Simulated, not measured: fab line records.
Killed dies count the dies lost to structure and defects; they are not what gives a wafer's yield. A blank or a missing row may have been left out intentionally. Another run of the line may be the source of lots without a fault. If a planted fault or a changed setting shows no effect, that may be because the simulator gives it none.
Matching of chambers | flow n5_finfet | 4 sister chambers for N5_FIN_SAQP_DESCUM_21 on rie_diel-01
The step chemistry O2, time 7.9 s. 18 wafers are shown with their chamber, then 9 later ones without.

## WAFERS, EACH WITH ITS CHAMBER
wafer  | chamber | drypump_motor_current_A (A) | showerhead_plenum_p_Torr (Torr) | throttle_valve_pct (%)
L074.1 | 3       | 5.4                         | 2.05                            | 20.42
L074.4 | 1       | 6.0                         | 2.03                            | 20.33
L074.5 | 0       | 5.6                         | 2.03                            | 20.34
L075.1 | 3       | 5.5                         | 2.05                            | 20.42
L075.2 | 1       | 6.0                         | 2.03                            | 20.33
L075.6 | 0       | 5.7                         | 2.02                            | 20.35
L078.1 | 3       | 5.5                         | 2.05                            | 20.44
L078.3 | 1       | 6.0                         | 2.02                            | 20.37
L078.4 | 2       | 5.9                         | 2.10                            | 20.56
L084.1 | 3       | 5.5                         | 2.04                            | 20.45
L084.2 | 2       | 5.9                         | 2.09                            | 20.60
L084.6 | 2       | 5.9                         | 2.09                            | 20.58
L086.2 | 1       | 6.0                         | 2.02                            | 20.38
L086.4 | 0       | 5.7                         | 2.02                            | 20.38
L086.5 | 2       | 5.9                         | 2.09                            | 20.60
L091.2 | 3       | 5.5                         | 2.04                            | 20.47
L091.3 | 0       | 5.7                         | 2.01                            | 20.39
L091.6 | 1       | 6.0                         | 2.01                            | 20.39

SIGNATURES, as means of the wafers listed above
reading                  | chamber 0 | chamber 1 | chamber 2 | chamber 3 | scatter within a chamber
drypump_motor_current_A  | 5.675     | 6.000     | 5.900     | 5.480     | 0.0333
showerhead_plenum_p_Torr | 2.0200    | 2.0220    | 2.0925    | 2.0460    | 0.00694
throttle_valve_pct       | 20.3650   | 20.3600   | 20.5850   | 20.4400   | 0.0236
Rule: a wafer's distance from a chamber is the root of the sum, over the readings, of the square of ((its reading less the chamber's mean) divided by the reading's scatter). If the next closest chamber is less than 2 further off than the closest, the wafer can't be placed; otherwise it belongs to the closest. How the scatter is found: for the shown wafers, subtract from each reading the mean of its chamber, square and add these, divide the total by (wafers less chambers), then take the root.

## WAFERS WITH NO CHAMBER GIVEN
wafer  | drypump_motor_current_A (A) | showerhead_plenum_p_Torr (Torr) | throttle_valve_pct (%)
L092.3 | 5.9                         | 2.09                            | 20.63
L092.4 | 5.7                         | 2.01                            | 20.40
L092.5 | 5.7                         | 2.01                            | 20.39
L096.4 | 6.0                         | 2.01                            | 20.42
L096.5 | 6.0                         | 2.01                            | 20.41
L096.6 | 5.9                         | 2.08                            | 20.64
L097.1 | 5.7                         | 2.01                            | 20.41
L097.3 | 5.9                         | 2.08                            | 20.63
L097.4 | 6.0                         | 2.01                            | 20.42

## CHAMBER TAKEN BY EACH
wafer  | from the rows above | in truth
L092.3 | 2                   | 2
L092.4 | 0                   | 0
L092.5 | 0                   | 0
L096.4 | 1                   | 1
L096.5 | 1                   | 1
L096.6 | 2                   | 2
L097.1 | 0                   | 0
L097.3 | 2                   | 2
L097.4 | 1                   | 1
Correct placement for 9 of the 9. Not placeable from these rows: 0. Number placed wrongly: 0.
